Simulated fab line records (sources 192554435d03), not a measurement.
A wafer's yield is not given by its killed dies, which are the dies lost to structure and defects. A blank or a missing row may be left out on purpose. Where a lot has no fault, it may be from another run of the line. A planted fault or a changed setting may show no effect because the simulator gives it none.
Which of the tools did it? || flow n5Finfet || 30 wafers from 10 lots sampled at 5 of the route's 1938 steps

## WHAT EACH GAUGE READ, for each wafer
N5_HKMG_FIN_INSPECT_28: inspects for defects (darkfield). Usual: rawDefectCount 43, standard deviation 18.
{"lot": "L840", "measured": "day 4 14:26", "on": "defectInspect-02", "rawDefectCount": "22 17 30", "flag": ""}
{"lot": "L842", "measured": "day 5 03:09", "on": "defectInspect-01", "rawDefectCount": "73 67 73", "flag": ""}
{"lot": "L845", "measured": "day 5 20:40", "on": "defectInspect-02", "rawDefectCount": "37 55 30", "flag": ""}
{"lot": "L849", "measured": "day 6 20:07", "on": "defectInspect-01", "rawDefectCount": "36 45 50", "flag": ""}
{"lot": "L851", "measured": "day 7 12:51", "on": "defectInspect-01", "rawDefectCount": "38 61 33", "flag": ""}
{"lot": "L855", "measured": "day 8 09:14", "on": "defectInspect-02", "rawDefectCount": "58 36 34", "flag": ""}
{"lot": "L856", "measured": "day 8 15:37", "on": "defectInspect-02", "rawDefectCount": "44 57 95", "flag": ""}
{"lot": "L857", "measured": "day 9 01:49", "on": "defectInspect-01", "rawDefectCount": "59 42 60", "flag": ""}
{"lot": "L858", "measured": "day 9 04:03", "on": "defectInspect-01", "rawDefectCount": "105 89 54", "flag": ""}
{"lot": "L860", "measured": "day 9 16:10", "on": "defectInspect-02", "rawDefectCount": "25 25 23", "flag": ""}

N5_BEOL_M4_RC_MEAS_101. Usual: DIBL_N 36.1 mV/V, standard deviation 1.3; DIBL_P 36.3 mV/V, standard deviation 1.4; IOFF_N 0.162 nA/um, standard deviation 0.024; IOFF_P 0.22 nA/um, standard deviation 0.033; ION_N 674 uA/um, standard deviation 9.9; ION_P 464 uA/um, standard deviation 7.6; SS_N 71.6 mV/dec, standard deviation 0.53; SS_P 73.4 mV/dec, standard deviation 0.55; VT_N 249.4 mV, standard deviation 2.9; VT_P -249 mV, standard deviation 3.3.
{"lot": "L840", "measured": "day 8 04:13", "on": "prober-02", "DIBL_N (mV/V)": "37.1 36.4 35.0", "DIBL_P (mV/V)": "37.7 37.5 34.8", "IOFF_N (nA/um)": "0.190 0.172 0.144", "IOFF_P (nA/um)": "0.26 0.24 0.20", "ION_N (uA/um)": "702 674 669", "ION_P (uA/um)": "481 467 463", "SS_N (mV/dec)": "72.4 71.5 71.5", "SS_P (mV/dec)": "73.6 73.7 73.3", "VT_N (mV)": "245.7 248.4 249.2", "VT_P (mV)": "-245 -245 -250", "flag": ""}
{"lot": "L842", "measured": "day 8 08:53", "on": "prober-02", "DIBL_N (mV/V)": "36.4 38.2 37.0", "DIBL_P (mV/V)": "35.9 36.9 35.8", "IOFF_N (nA/um)": "0.175 0.215 0.197", "IOFF_P (nA/um)": "0.26 0.27 0.26", "ION_N (uA/um)": "677 685 685", "ION_P (uA/um)": "466 471 471", "SS_N (mV/dec)": "71.8 72.2 71.9", "SS_P (mV/dec)": "74.6 73.7 74.0", "VT_N (mV)": "248.3 245.3 245.5", "VT_P (mV)": "-245 -245 -246", "flag": ""}
{"lot": "L845", "measured": "day 9 10:20", "on": "prober-02", "DIBL_N (mV/V)": "37.9 36.6 36.2", "DIBL_P (mV/V)": "37.4 35.6 35.0", "IOFF_N (nA/um)": "0.166 0.160 0.143", "IOFF_P (nA/um)": "0.25 0.24 0.22", "ION_N (uA/um)": "660 668 670", "ION_P (uA/um)": "459 468 468", "SS_N (mV/dec)": "72.1 71.6 71.4", "SS_P (mV/dec)": "73.6 73.8 73.0", "VT_N (mV)": "248.5 248.5 249.0", "VT_P (mV)": "-246 -245 -244", "flag": ""}
{"lot": "L849", "measured": "day 10 03:59", "on": "prober-02", "DIBL_N (mV/V)": "34.6 34.7 33.7", "DIBL_P (mV/V)": "35.5 35.4 34.0", "IOFF_N (nA/um)": "0.152 0.153 0.144", "IOFF_P (nA/um)": "0.19 0.19 0.17", "ION_N (uA/um)": "675 681 670", "ION_P (uA/um)": "457 459 453", "SS_N (mV/dec)": "71.7 71.3 70.4", "SS_P (mV/dec)": "73.3 72.9 72.7", "VT_N (mV)": "250.7 248.7 249.0", "VT_P (mV)": "-251 -253 -251", "flag": ""}
{"lot": "L851", "measured": "day 11 00:41", "on": "prober-02", "DIBL_N (mV/V)": "36.9 36.8 36.3", "DIBL_P (mV/V)": "38.0 37.2 37.1", "IOFF_N (nA/um)": "0.181 0.168 0.168", "IOFF_P (nA/um)": "0.26 0.24 0.23", "ION_N (uA/um)": "691 673 692", "ION_P (uA/um)": "477 462 469", "SS_N (mV/dec)": "72.1 71.6 71.5", "SS_P (mV/dec)": "73.8 74.0 73.7", "VT_N (mV)": "245.0 246.5 247.2", "VT_P (mV)": "-247 -249 -249", "flag": ""}
{"lot": "L855", "measured": "day 12 01:59", "on": "prober-01", "DIBL_N (mV/V)": "36.7 35.5 35.3", "DIBL_P (mV/V)": "36.9 35.1 35.4", "IOFF_N (nA/um)": "0.155 0.131 0.133", "IOFF_P (nA/um)": "0.21 0.18 0.19", "ION_N (uA/um)": "667 666 664", "ION_P (uA/um)": "458 461 456", "SS_N (mV/dec)": "72.3 71.8 71.6", "SS_P (mV/dec)": "73.3 72.8 73.3", "VT_N (mV)": "253.1 253.5 252.2", "VT_P (mV)": "-252 -253 -250", "flag": ""}
{"lot": "L856", "measured": "day 11 23:51", "on": "prober-02", "DIBL_N (mV/V)": "36.5 34.6 35.2", "DIBL_P (mV/V)": "37.6 35.0 35.9", "IOFF_N (nA/um)": "0.176 0.140 0.153", "IOFF_P (nA/um)": "0.24 0.20 0.22", "ION_N (uA/um)": "675 670 677", "ION_P (uA/um)": "464 463 468", "SS_N (mV/dec)": "72.2 71.5 72.1", "SS_P (mV/dec)": "73.6 72.8 73.0", "VT_N (mV)": "247.8 248.8 250.4", "VT_P (mV)": "-248 -250 -250", "flag": ""}
{"lot": "L857", "measured": "day 12 17:29", "on": "prober-02", "DIBL_N (mV/V)": "33.9 37.8 36.2", "DIBL_P (mV/V)": "33.6 37.9 35.7", "IOFF_N (nA/um)": "0.112 0.183 0.145", "IOFF_P (nA/um)": "0.17 0.23 0.19", "ION_N (uA/um)": "653 672 665", "ION_P (uA/um)": "455 463 454", "SS_N (mV/dec)": "70.4 71.9 71.2", "SS_P (mV/dec)": "72.4 73.9 72.7", "VT_N (mV)": "253.9 248.7 253.0", "VT_P (mV)": "-253 -250 -252", "flag": ""}
{"lot": "L858", "measured": "day 12 14:11", "on": "prober-01", "DIBL_N (mV/V)": "36.3 35.4 35.9", "DIBL_P (mV/V)": "37.8 36.1 36.8", "IOFF_N (nA/um)": "0.179 0.161 0.170", "IOFF_P (nA/um)": "0.21 0.19 0.20", "ION_N (uA/um)": "675 675 675", "ION_P (uA/um)": "465 458 458", "SS_N (mV/dec)": "72.1 71.5 71.7", "SS_P (mV/dec)": "73.6 73.7 73.9", "VT_N (mV)": "247.6 248.0 250.0", "VT_P (mV)": "-250 -252 -250", "flag": ""}
{"lot": "L860", "measured": "day 13 13:46", "on": "prober-02", "DIBL_N (mV/V)": "35.8 33.6 36.4", "DIBL_P (mV/V)": "34.9 32.3 36.6", "IOFF_N (nA/um)": "0.142 0.111 0.154", "IOFF_P (nA/um)": "0.22 0.18 0.24", "ION_N (uA/um)": "675 654 683", "ION_P (uA/um)": "465 461 470", "SS_N (mV/dec)": "71.0 71.4 71.3", "SS_P (mV/dec)": "72.7 72.7 73.4", "VT_N (mV)": "249.5 252.1 250.5", "VT_P (mV)": "-246 -250 -246", "flag": ""}

## WHICH TOOL RAN EACH LOT (tool, then ch and the chambers of the sampled wafers, then the start)
{"lot": "L840", "N5_HKMG_FIN_CMP_23": "cmp-03 ch 0,3, day 4 13:43", "N5_HKMG_FIN_CMP_94": "cmp-03 ch 0,3, day 4 14:12", "N5_GATE_CUT_ETCHBACK_00": "rieMetal-03 ch 0,1, day 4 14:31"}
{"lot": "L842", "N5_HKMG_FIN_CMP_23": "cmp-04 ch 0,1,3, day 5 02:22", "N5_HKMG_FIN_CMP_94": "cmp-04 ch 0,1,3, day 5 02:59", "N5_GATE_CUT_ETCHBACK_00": "rieMetal-01 ch 0,1, day 5 03:11"}
{"lot": "L845", "N5_HKMG_FIN_CMP_23": "cmp-03 ch 0,2,3, day 5 19:58", "N5_HKMG_FIN_CMP_94": "cmp-03 ch 0,2,3, day 5 20:26", "N5_GATE_CUT_ETCHBACK_00": "rieMetal-01 ch 0,1, day 5 20:43"}
{"lot": "L849", "N5_HKMG_FIN_CMP_23": "cmp-03 ch 0,1,2, day 6 19:38", "N5_HKMG_FIN_CMP_94": "cmp-03 ch 0,1,2, day 6 19:58", "N5_GATE_CUT_ETCHBACK_00": "rieMetal-01 ch 0,1, day 6 20:08"}
{"lot": "L851", "N5_HKMG_FIN_CMP_23": "cmp-03 ch 0,3, day 7 12:08", "N5_HKMG_FIN_CMP_94": "cmp-03 ch 0,3, day 7 12:37", "N5_GATE_CUT_ETCHBACK_00": "rieMetal-03 ch 0,1, day 7 12:53"}
{"lot": "L855", "N5_HKMG_FIN_CMP_23": "cmp-01 ch 0,2,3, day 8 08:41", "N5_HKMG_FIN_CMP_94": "cmp-01 ch 0,2,3, day 8 09:04", "N5_GATE_CUT_ETCHBACK_00": "rieMetal-02 ch 0,1, day 8 09:16"}
{"lot": "L856", "N5_HKMG_FIN_CMP_23": "cmp-01 ch 0,1,3, day 8 15:08", "N5_HKMG_FIN_CMP_94": "cmp-01 ch 0,1,3, day 8 15:28", "N5_GATE_CUT_ETCHBACK_00": "rieMetal-01 ch 0,1, day 8 15:39"}
{"lot": "L857", "N5_HKMG_FIN_CMP_23": "cmp-04 ch 0,1,2, day 9 01:07", "N5_HKMG_FIN_CMP_94": "cmp-04 ch 0,1,2, day 9 01:35", "N5_GATE_CUT_ETCHBACK_00": "rieMetal-03 ch 0,1, day 9 01:52"}
{"lot": "L858", "N5_HKMG_FIN_CMP_23": "cmp-04 ch 0,1,3, day 9 03:30", "N5_HKMG_FIN_CMP_94": "cmp-04 ch 0,1,3, day 9 03:53", "N5_GATE_CUT_ETCHBACK_00": "rieMetal-01 ch 1, day 9 04:05"}
{"lot": "L860", "N5_HKMG_FIN_CMP_23": "cmp-04 ch 2,3, day 9 15:28", "N5_HKMG_FIN_CMP_94": "cmp-04 ch 2,3, day 9 15:56", "N5_GATE_CUT_ETCHBACK_00": "rieMetal-03 ch 0,1, day 9 16:14"}
- N5_HKMG_FIN_CMP_23: polishes, stops on SiNx, t overpolish 10 s, target thk 46.326 nm.
- N5_HKMG_FIN_CMP_94: polishes, stops on SiNx, t overpolish 4.7 s, target thk 43.299 nm.
- N5_GATE_CUT_ETCHBACK_00: etches W in SF6/Cl2.

## AS READ BY THE TOOLS THEMSELVES (means over the sampled wafers that have a number; for cases with no such wafer, the mark the record gives instead)
N5_HKMG_FIN_CMP_23. Usual: headPressurePsi 4.000 psi, standard deviation 0.0096; motorCurrentA 12.5 A, standard deviation 1; overpolishRunS 9.999 s, standard deviation 0.008; timeToEndpointS 11.2 s, standard deviation 2.4.
{"lot": "L840", "tool": "cmp-03", "headPressurePsi (psi)": 3.992, "motorCurrentA (A)": 13.0, "overpolishRunS (s)": 9.999, "timeToEndpointS (s)": 13.2, "flag": ""}
{"lot": "L842", "tool": "cmp-04", "headPressurePsi (psi)": 4.002, "motorCurrentA (A)": 12.5, "overpolishRunS (s)": 9.994, "timeToEndpointS (s)": 10.0, "flag": ""}
{"lot": "L845", "tool": "cmp-03", "headPressurePsi (psi)": 3.997, "motorCurrentA (A)": 12.3, "overpolishRunS (s)": 10.001, "timeToEndpointS (s)": 17.9, "flag": ""}
{"lot": "L849", "tool": "cmp-03", "headPressurePsi (psi)": 4.005, "motorCurrentA (A)": 12.8, "overpolishRunS (s)": 10.002, "timeToEndpointS (s)": 13.0, "flag": ""}
{"lot": "L851", "tool": "cmp-03", "headPressurePsi (psi)": 4.000, "motorCurrentA (A)": 13.3, "overpolishRunS (s)": 9.995, "timeToEndpointS (s)": 12.6, "flag": ""}
{"lot": "L855", "tool": "cmp-01", "headPressurePsi (psi)": 4.004, "motorCurrentA (A)": 12.5, "overpolishRunS (s)": 9.998, "timeToEndpointS (s)": 10.0, "flag": ""}
{"lot": "L856", "tool": "cmp-01", "headPressurePsi (psi)": 4.010, "motorCurrentA (A)": 12.6, "overpolishRunS (s)": 9.993, "timeToEndpointS (s)": 9.9, "flag": ""}
{"lot": "L857", "tool": "cmp-04", "headPressurePsi (psi)": 3.990, "motorCurrentA (A)": 12.1, "overpolishRunS (s)": 9.996, "timeToEndpointS (s)": 11.3, "flag": ""}
{"lot": "L858", "tool": "cmp-04", "headPressurePsi (psi)": 4.005, "motorCurrentA (A)": 12.2, "overpolishRunS (s)": 10.002, "timeToEndpointS (s)": 9.8, "flag": ""}
{"lot": "L860", "tool": "cmp-04", "headPressurePsi (psi)": 3.996, "motorCurrentA (A)": 12.1, "overpolishRunS (s)": 9.998, "timeToEndpointS (s)": 12.3, "flag": ""}

N5_HKMG_FIN_CMP_94. Usual: headPressurePsi 3.999 psi, standard deviation 0.0085; motorCurrentA 12.5 A, standard deviation 1.
{"lot": "L840", "tool": "cmp-03", "headPressurePsi (psi)": 4.003, "motorCurrentA (A)": 12.9, "flag": ""}
{"lot": "L842", "tool": "cmp-04", "headPressurePsi (psi)": 4.003, "motorCurrentA (A)": 12.7, "flag": ""}
{"lot": "L845", "tool": "cmp-03", "headPressurePsi (psi)": 4.005, "motorCurrentA (A)": 12.1, "flag": ""}
{"lot": "L849", "tool": "cmp-03", "headPressurePsi (psi)": 4.429, "motorCurrentA (A)": 13.9, "flag": "OFF"}
{"lot": "L851", "tool": "cmp-03", "headPressurePsi (psi)": 4.863, "motorCurrentA (A)": 14.7, "flag": "OFF"}
{"lot": "L855", "tool": "cmp-01", "headPressurePsi (psi)": 4.007, "motorCurrentA (A)": 12.0, "flag": ""}
{"lot": "L856", "tool": "cmp-01", "headPressurePsi (psi)": 3.995, "motorCurrentA (A)": 13.1, "flag": ""}
{"lot": "L857", "tool": "cmp-04", "headPressurePsi (psi)": 3.991, "motorCurrentA (A)": 12.3, "flag": ""}
{"lot": "L858", "tool": "cmp-04", "headPressurePsi (psi)": 4.006, "motorCurrentA (A)": 12.1, "flag": ""}
{"lot": "L860", "tool": "cmp-04", "headPressurePsi (psi)": 3.995, "motorCurrentA (A)": 11.8, "flag": ""}

N5_GATE_CUT_ETCHBACK_00. Usual: drypumpMotorCurrentA 5.7 A, standard deviation 0.54; oesProductAu 0.69 a.u., standard deviation 0.098; rfFwdPowerW 896.0 W, standard deviation 2.8; throttleValvePct 27.46 %, standard deviation 0.23.
{"lot": "L840", "tool": "rieMetal-03", "drypumpMotorCurrentA (A)": 5.6, "oesProductAu (a.u.)": 0.64, "rfFwdPowerW (W)": 896.9, "throttleValvePct (%)": 27.66, "flag": ""}
{"lot": "L842", "tool": "rieMetal-01", "drypumpMotorCurrentA (A)": 6.3, "oesProductAu (a.u.)": 0.75, "rfFwdPowerW (W)": 895.5, "throttleValvePct (%)": 27.35, "flag": ""}
{"lot": "L845", "tool": "rieMetal-01", "drypumpMotorCurrentA (A)": 5.7, "oesProductAu (a.u.)": 0.68, "rfFwdPowerW (W)": 894.3, "throttleValvePct (%)": 27.45, "flag": ""}
{"lot": "L849", "tool": "rieMetal-01", "drypumpMotorCurrentA (A)": 6.2, "oesProductAu (a.u.)": 0.74, "rfFwdPowerW (W)": 896.0, "throttleValvePct (%)": 27.35, "flag": ""}
{"lot": "L851", "tool": "rieMetal-03", "drypumpMotorCurrentA (A)": 5.6, "oesProductAu (a.u.)": 0.65, "rfFwdPowerW (W)": 899.1, "throttleValvePct (%)": 27.73, "flag": ""}
{"lot": "L855", "tool": "rieMetal-02", "drypumpMotorCurrentA (A)": 5.4, "oesProductAu (a.u.)": 0.78, "rfFwdPowerW (W)": 896.1, "throttleValvePct (%)": 27.31, "flag": ""}
{"lot": "L856", "tool": "rieMetal-01", "drypumpMotorCurrentA (A)": 6.3, "oesProductAu (a.u.)": 0.73, "rfFwdPowerW (W)": 896.3, "throttleValvePct (%)": 27.35, "flag": ""}
{"lot": "L857", "tool": "rieMetal-03", "drypumpMotorCurrentA (A)": 5.5, "oesProductAu (a.u.)": 0.64, "rfFwdPowerW (W)": 895.7, "throttleValvePct (%)": 27.74, "flag": ""}
{"lot": "L858", "tool": "rieMetal-01", "drypumpMotorCurrentA (A)": 5.2, "oesProductAu (a.u.)": 0.59, "rfFwdPowerW (W)": 897.6, "throttleValvePct (%)": 27.58, "flag": ""}
{"lot": "L860", "tool": "rieMetal-03", "drypumpMotorCurrentA (A)": 5.6, "oesProductAu (a.u.)": 0.62, "rfFwdPowerW (W)": 894.3, "throttleValvePct (%)": 27.69, "flag": ""}

## THE ANSWER, worked out from the rows above alone
Rule: a lot counts as off when the mean over its wafers that have a number is more than 3 standard deviations away from the usual mean. A lot without any number at a reading at which 4 lots or more have one is off too. All remaining lots with rows at the step are treated as sound. After the gauges, taken in route order, come the tools' own readings; for these a lot's mean is taken, as printed above. At the first step where some lot is off, the reading lying furthest off is the one used; lots without a number count as furthest.
Off, at N5_HKMG_FIN_CMP_94 on headPressurePsi: L849, L851.
If a tool, at that step or one of the process steps before it, ran each lot that is off and ran no sound lot following the first of them, it fits. One fits: N5_HKMG_FIN_CMP_23 and N5_HKMG_FIN_CMP_94 on cmp-03. At N5_HKMG_FIN_CMP_23 its last sound lot is L845 (day 5 19:58), its first lot that is off L849 (day 6 19:38): a fault that began between those two fits.

## WHAT HAD BEEN PUT IN BY THE SIMULATOR
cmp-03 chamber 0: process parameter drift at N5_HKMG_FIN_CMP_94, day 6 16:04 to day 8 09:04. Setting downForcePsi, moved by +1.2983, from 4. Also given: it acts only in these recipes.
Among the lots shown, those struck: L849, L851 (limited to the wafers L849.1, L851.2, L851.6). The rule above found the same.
